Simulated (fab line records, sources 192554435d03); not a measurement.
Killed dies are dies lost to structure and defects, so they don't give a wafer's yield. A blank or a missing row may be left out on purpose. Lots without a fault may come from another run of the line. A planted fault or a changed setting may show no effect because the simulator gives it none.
Chamber matching | flow n5_finfet | N5_FIN_SAQP_SPACER1_ETCHBACK_25 on rie_diel-04: 4 sister chambers
The step etches SiO2 in CHF3/O2, target depth 24.4 nm, time 12.2 s. 20 wafers are shown with their chamber, then 10 later ones without.

WAFERS WITH THEIR CHAMBER
wafer  | chamber | showerhead_plenum_p_Torr (Torr) | rf_vpp_V (V) | throttle_valve_pct (%)
L074.1 | 1       | 2.49                            | 538          | 18.89
L074.3 | 2       | 2.32                            | 541          | 19.06
L074.6 | 1       | 2.49                            | 539          | 18.91
L075.2 | 0       | 2.44                            | 521          | 19.23
L075.4 | 1       | 2.49                            | 538          | 18.90
L075.6 | 1       | 2.49                            | 538          | 18.92
L078.1 | 1       | 2.49                            | 536          | 18.93
L078.3 | 2       | 2.32                            | 541          | 19.06
L078.4 | 0       | 2.44                            | 521          | 19.22
L083.2 | 1       | 2.49                            | 537          | 18.95
L083.4 | 3       | 2.30                            | 544          | 18.77
L083.6 | 3       | 2.30                            | 542          | 18.75
L084.1 | 2       | 2.31                            | 541          | 19.09
L084.4 | 3       | 2.30                            | 542          | 18.76
L084.6 | 3       | 2.30                            | 544          | 18.76
L085.2 | 2       | 2.31                            | 541          | 19.10
L085.3 | 3       | 2.30                            | 543          | 18.78
L085.4 | 1       | 2.48                            | 538          | 18.93
L088.1 | 1       | 2.48                            | 537          | 18.97
L088.3 | 3       | 2.30                            | 542          | 18.78

SIGNATURES (means of the wafers above)
reading                  | chamber 0 | chamber 1 | chamber 2 | chamber 3 | scatter within a chamber
showerhead_plenum_p_Torr | 2.4400    | 2.4875    | 2.3150    | 2.3000    | 0.00395
rf_vpp_V                 | 521.00    | 537.62    | 541.00    | 542.83    | 0.818
throttle_valve_pct       | 19.2250   | 18.9250   | 19.0775   | 18.7667   | 0.0207
Rule: a wafer's distance from a chamber is the root of the sum, over the readings, of the square of ((its reading less the chamber's mean) divided by the reading's scatter). The wafer belongs to the nearest chamber; if the next one is less than 2 further off, it can't be placed. The scatter: the root of (the sum of the squares of (reading less its chamber's mean) over the shown wafers, divided by (wafers less chambers)).

WAFERS WITHOUT THEIR CHAMBER
wafer  | showerhead_plenum_p_Torr (Torr) | rf_vpp_V (V) | throttle_valve_pct (%)
L088.6 | 2.31                            | 542          | 19.12
L092.1 | 2.48                            | 536          | 18.96
L092.2 | 2.29                            | 544          | 18.77
L092.6 | 2.43                            | 522          | 19.28
L093.1 | 2.48                            | 538          | 18.97
L093.4 | 2.48                            | 538          | 18.97
L093.6 | 2.29                            | 543          | 18.82
L094.1 | 2.29                            | 544          | 18.80
L094.2 | 2.43                            | 521          | 19.29
L094.5 | 2.48                            | 537          | 18.96

WHICH CHAMBER EACH WENT THROUGH
wafer  | from the rows above | in truth
L088.6 | 2                   | 2
L092.1 | 1                   | 1
L092.2 | 3                   | 3
L092.6 | 0                   | 0
L093.1 | 1                   | 1
L093.4 | 1                   | 1
L093.6 | 3                   | 3
L094.1 | 3                   | 3
L094.2 | 0                   | 0
L094.5 | 1                   | 1
Placed correctly: 10 of 10. Can't be placed from these rows: 0. Placed wrongly: 0.
